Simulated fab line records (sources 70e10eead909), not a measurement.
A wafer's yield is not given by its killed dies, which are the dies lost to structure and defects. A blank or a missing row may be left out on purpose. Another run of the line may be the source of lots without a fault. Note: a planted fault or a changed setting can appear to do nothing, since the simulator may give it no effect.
Chamber matching	flow nandHarc	NHARC_P_M1_DEP_33 on pecvd-02: 3 sister chambers
The step deposits SiCN, target thk 30 nm. 6 wafers are shown with their chamber, then 7 later ones without.

## WAFERS WITH THEIR CHAMBER
wafer	chamber	heaterPowerW (W)
L163.6	1	706
L171.5	0	563
L177.3	0	568
L177.6	2	553
L178.1	2	579
L178.4	1	647

## WAFERS MISSING THEIR CHAMBER
wafer	heaterPowerW (W)
L178.5	459
L180.2	489
L180.4	504
L180.6	570
L183.2	503
L183.3	587
L183.5	504

## WHICH CHAMBER EACH ONE RAN IN
wafer	from the rows above	in truth
L178.5	can't be placed: 0 or 2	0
L180.2	can't be placed: 0 or 2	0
L180.4	can't be placed: 0 or 2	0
L180.6	can't be placed: 2 or 0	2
L183.2	can't be placed: 0 or 2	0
L183.3	can't be placed: 2 or 0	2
L183.5	can't be placed: 0 or 2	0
Correctly placed: 0 of 7. Can't be placed from these rows: 7 (the true chamber is among the candidates in 7). Placed wrongly: 0.
How it was worked out, from the rows above alone: a wafer's distance from a chamber is the root of the sum, over the readings, of the square of ((its reading less the chamber's mean) divided by the reading's scatter). The wafer belongs to the nearest chamber; if the next one is less than 2 further off, it can't be placed. The mean given for a chamber averages the wafers shown for that chamber. How the scatter is found: for the shown wafers, subtract from each reading the mean of its chamber, square and add these, divide the total by (wafers less chambers), then take the root.
